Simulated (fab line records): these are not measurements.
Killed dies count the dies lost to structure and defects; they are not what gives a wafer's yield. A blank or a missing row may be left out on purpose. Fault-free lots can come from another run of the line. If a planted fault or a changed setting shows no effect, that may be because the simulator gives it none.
The tool behind it: which one?    flow nand harc    24 lots, 72 wafers sampled, at 4 steps of a route of 1159

== WHAT EACH GAUGE READ, for each wafer ==
NHARC_A_SGD_CUT_CD_MEAS_09: target cd 100 nm. Usual: cd nm 100.0 nm, standard deviation 0.44.
lot   measured      on         cd nm (nm)         flag
L075  day 14 02:37  cd sem-01  101.0 100.9 99.8   
L074  day 14 03:03  cd sem-01  99.7 99.9 99.8     
L076  day 14 03:23  cd sem-02  99.9 99.9 99.7     
L080  day 14 21:10  cd sem-02  99.0 99.6 99.4     
L077  day 14 21:39  cd sem-01  99.8 100.2 99.8    
L078  day 14 21:29  cd sem-03  100.3 100.3 100.0  
L079  day 14 22:12  cd sem-02  100.3 101.0 100.4  
L081  day 15 10:49  cd sem-01  100.3 100.3 100.3  
L083  day 15 22:01  cd sem-03  100.2 99.7 99.7    
L082  day 15 22:29  cd sem-03  100.4 100.2 100.7  
L084  day 16 10:35  cd sem-01  100.1 100.1 100.0  
L086  day 17 00:07  cd sem-01  99.9 99.8 99.7     
L085  day 17 00:20  cd sem-03  99.7 99.7 99.8     
L087  day 17 00:32  cd sem-02  100.3 100.1 100.1  
L089  day 17 16:22  cd sem-02  99.6 99.8 100.0    
L088  day 17 16:33  cd sem-03  99.9 99.8 100.1    
L090  day 17 21:14  cd sem-02  100.4 100.1 99.5   
L091  day 17 21:29  cd sem-03  100.0 99.7 99.8    
L092  day 18 02:22  cd sem-02  99.4 99.2 99.6     
L093  day 18 02:35  cd sem-03  100.6 100.5 100.4  
L095  day 18 13:34  cd sem-02  99.1 100.0 99.1    
L094  day 18 13:37  cd sem-01  99.8 100.1 99.7    
L096  day 18 13:55  cd sem-02  99.9 99.8 100.1    
L097  day 19 23:47  cd sem-01  100.0 100.0 99.7   

NHARC_A_SLIT_CD_MEAS_21. Usual: cd nm 289.5 nm, standard deviation 0.71.
lot   measured      on         cd nm (nm)         flag
L075  day 14 20:00  cd sem-01  290.3 289.9 290.0  
L074  day 14 21:19  cd sem-03  289.7 289.3 289.1  
L076  day 14 18:18  cd sem-03  288.8 289.0 288.5  
L080  day 15 11:55  cd sem-03  289.2 290.0 289.9  
L077  day 15 13:20  cd sem-03  289.4 288.6 288.9  
L078  day 15 11:34  cd sem-01  289.3 288.4 288.5  
L079  day 15 10:15  cd sem-02  289.7 290.0 290.5  
L081  day 16 05:07  cd sem-02  290.9 289.4 289.8  
L083  day 16 15:16  cd sem-01  290.3 289.8 289.2  
L082  day 16 16:59  cd sem-01  289.5 289.5 289.2  
L084  day 16 23:46  cd sem-03  290.9 290.2 290.8  
L086  day 17 21:56  cd sem-01  289.3 289.1 288.9  
L085  day 17 20:14  cd sem-01  289.5 289.1 289.7  
L087  day 17 18:35  cd sem-01  289.7 290.0 290.3  
L089  day 18 07:56  cd sem-02  289.3 289.3 289.4  
L088  day 18 09:37  cd sem-03  288.1 289.1 289.2  
L090  day 18 14:58  cd sem-02  290.1 290.3 290.2  
L091  day 18 11:46  cd sem-03  289.4 289.1 289.0  
L092  day 18 16:51  cd sem-02  289.1 289.8 289.7  
L093  day 18 17:07  cd sem-03  289.4 289.2 289.8  
L095  day 19 06:14  cd sem-01  290.6 290.8 290.4  
L094  day 19 05:37  cd sem-03  289.7 290.3 290.2  
L096  day 19 07:16  cd sem-02  288.2 288.0 288.7  
L097  day 20 15:04  cd sem-03  289.8 289.8 289.7  

== TOOL THAT RAN EACH LOT (tool first, then ch and the chambers of the sampled wafers, then the start) ==
lot   NHARC_A_STAIRCASE_CMP_450      NHARC_A_SGD_CUT_DESCUM_14
L075  cmp-02 ch 1,2,3, day 13 23:57  rie diel-02 ch 1,2, day 14 02:49
L074  cmp-01 ch 1,3, day 14 00:10    rie diel-04 ch 0,1,3, day 14 03:14
L076  cmp-03 ch 1,2, day 14 00:38    rie diel-03 ch 0,3, day 14 03:35
L080  cmp-01 ch 1,2, day 14 18:28    rie diel-04 ch 1,2, day 14 21:21
L077  cmp-02 ch 2,3, day 14 18:30    rie diel-03 ch 0,3, day 14 21:50
L078  cmp-01 ch 0,3, day 14 18:46    rie diel-03 ch 1,2,3, day 14 21:41
L079  cmp-01 ch 2,3, day 14 19:43    rie diel-04 ch 1,2,3, day 14 22:24
L081  cmp-01 ch 1,3, day 15 08:13    rie diel-04 ch 1,3, day 15 11:00
L083  cmp-02 ch 1,2,3, day 15 19:21  rie diel-04 ch 0,2,3, day 15 22:11
L082  cmp-01 ch 2,3, day 15 19:44    rie diel-03 ch 0,3, day 15 22:41
L084  cmp-03 ch 0,3, day 16 07:45    rie diel-02 ch 1,2, day 16 10:46
L086  cmp-01 ch 1,2, day 16 21:19    rie diel-02 ch 0,1,3, day 17 00:18
L085  cmp-03 ch 1,2,3, day 16 21:25  rie diel-04 ch 0,1, day 17 00:32
L087  cmp-01 ch 1,2,3, day 16 21:41  rie diel-03 ch 0,1, day 17 00:43
L089  cmp-02 ch 0,2,3, day 17 13:47  rie diel-02 ch 2,3, day 17 16:34
L088  cmp-01 ch 0,1, day 17 13:53    rie diel-02 ch 0,1,2, day 17 16:56
L090  cmp-01 ch 1,3, day 17 18:38    rie diel-04 ch 0,1, day 17 21:25
L091  cmp-01 ch 0,3, day 17 18:50    rie diel-03 ch 0,3, day 17 21:40
L092  cmp-02 ch 1,2,3, day 17 23:48  rie diel-03 ch 0,1,3, day 18 02:34
L093  cmp-03 ch 0,2,3, day 18 00:08  rie diel-02 ch 0,1,2, day 18 02:47
L095  cmp-01 ch 0,1,3, day 18 10:34  rie diel-03 ch 0,3, day 18 13:46
L094  cmp-03 ch 1,2,3, day 18 11:03  rie diel-04 ch 1,2,3, day 18 13:50
L096  cmp-02 ch 1,2,3, day 18 11:10  rie diel-03 ch 0,2,3, day 18 14:11
L097  cmp-02 ch 1,2, day 19 21:13    rie diel-03 ch 1,2,3, day 19 23:58
- NHARC_A_STAIRCASE_CMP_450: polishes SiO2, target thk 200 nm.
- NHARC_A_SGD_CUT_DESCUM_14: chemistry O2, time 3 s.

== AS READ BY THE TOOLS THEMSELVES (means over the sampled wafers that have a number; for cases with no such wafer, the mark the record gives instead) ==
NHARC_A_STAIRCASE_CMP_450. Usual: motor current A 12.7 A, standard deviation 1.1; slurry filter dp kPa 13.50 kPa, standard deviation 0.13.
lot   tool    motor current A (A)  slurry filter dp kPa (kPa)  flag
L075  cmp-02  12.3                 13.56                       
L074  cmp-01  12.7                 13.46                       
L076  cmp-03  12.8                 13.44                       
L080  cmp-01  12.1                 13.49                       
L077  cmp-02  12.1                 13.32                       
L078  cmp-01  13.5                 13.46                       
L079  cmp-01  12.9                 13.58                       
L081  cmp-01  12.8                 13.37                       
L083  cmp-02  12.3                 13.44                       
L082  cmp-01  12.9                 13.58                       
L084  cmp-03  14.4                 13.50                       
L086  cmp-01  11.8                 13.54                       
L085  cmp-03  12.9                 13.57                       
L087  cmp-01  12.5                 13.58                       
L089  cmp-02  12.0                 13.43                       
L088  cmp-01  13.1                 13.43                       
L090  cmp-01  12.8                 13.58                       
L091  cmp-01  13.4                 13.54                       
L092  cmp-02  12.5                 13.56                       
L093  cmp-03  13.0                 13.54                       
L095  cmp-01  13.1                 13.75                       
L094  cmp-03  13.1                 13.53                       
L096  cmp-02  12.2                 13.47                       
L097  cmp-02  12.2                 13.56                       

NHARC_A_SGD_CUT_DESCUM_14. Usual: drypump motor current A 5.6 A, standard deviation 0.46; oes product au 1.001 a.u., standard deviation 0.0082; rf vpp V 57.7 V, standard deviation 0.85; showerhead plenum p Torr 1.92 Torr, standard deviation 0.074; throttle valve pct 11.311 %, standard deviation 0.0081.
lot   tool         drypump motor current A (A)  oes product au (a.u.)  rf vpp V (V)  showerhead plenum p Torr (Torr)  throttle valve pct (%)  flag
L075  rie diel-02  6.1                          0.999                  57.4          1.90                             11.317                  
L074  rie diel-04  5.7                          1.005                  58.3          2.00                             11.314                  
L076  rie diel-03  5.7                          0.996                  57.9          1.95                             11.305                  
L080  rie diel-04  5.3                          0.996                  57.4          1.96                             11.312                  
L077  rie diel-03  5.7                          1.004                  57.8          1.95                             11.315                  
L078  rie diel-03  5.3                          0.985                  58.1          1.87                             11.312                  
L079  rie diel-04  5.7                          1.005                  58.4          1.96                             11.311                  
L081  rie diel-04  6.1                          1.002                  58.1          1.97                             11.300                  
L083  rie diel-04  5.7                          1.013                  57.9          1.96                             11.316                  
L082  rie diel-03  5.4                          1.000                  57.5          1.91                             11.307                  
L084  rie diel-02  6.1                          0.997                  57.0          1.86                             11.313                  
L086  rie diel-02  5.7                          1.012                  57.7          1.83                             11.313                  
L085  rie diel-04  5.3                          1.004                  58.4          2.04                             11.315                  
L087  rie diel-03  6.0                          0.995                  56.8          1.95                             11.313                  
L089  rie diel-02  5.7                          1.005                  57.5          1.89                             11.320                  
L088  rie diel-02  5.9                          0.997                  58.1          1.85                             11.311                  
L090  rie diel-04  5.3                          1.004                  57.7          2.03                             11.314                  
L091  rie diel-03  5.7                          1.003                  58.2          1.95                             11.310                  
L092  rie diel-03  5.6                          0.994                  58.0          1.92                             11.321                  
L093  rie diel-02  5.9                          1.002                  57.1          1.85                             11.309                  
L095  rie diel-03  5.7                          0.998                  57.4          1.95                             11.314                  
L094  rie diel-04  5.7                          0.999                  57.5          1.96                             11.311                  
L096  rie diel-03  5.4                          1.000                  57.6          1.90                             11.311                  
L097  rie diel-03  5.3                          1.006                  57.1          1.87                             11.316                  

== THE ANSWER, worked out from the rows above alone ==
Rule: a lot counts as off when the mean over its wafers that have a number is more than 3 standard deviations away from the usual mean. Also off: a lot with no number at a reading for which 4 or more lots have one. The other lots that the step has rows for count as sound. The gauges are gone through in route order, then the tools' own readings, and for those a lot's mean is taken as printed above. At the first step where some lot is off, the reading lying furthest off is the one used; lots without a number count as furthest.
None of the lots is off at any reading shown; this tells nothing.

== WHAT THE SIMULATOR PUT IN ==
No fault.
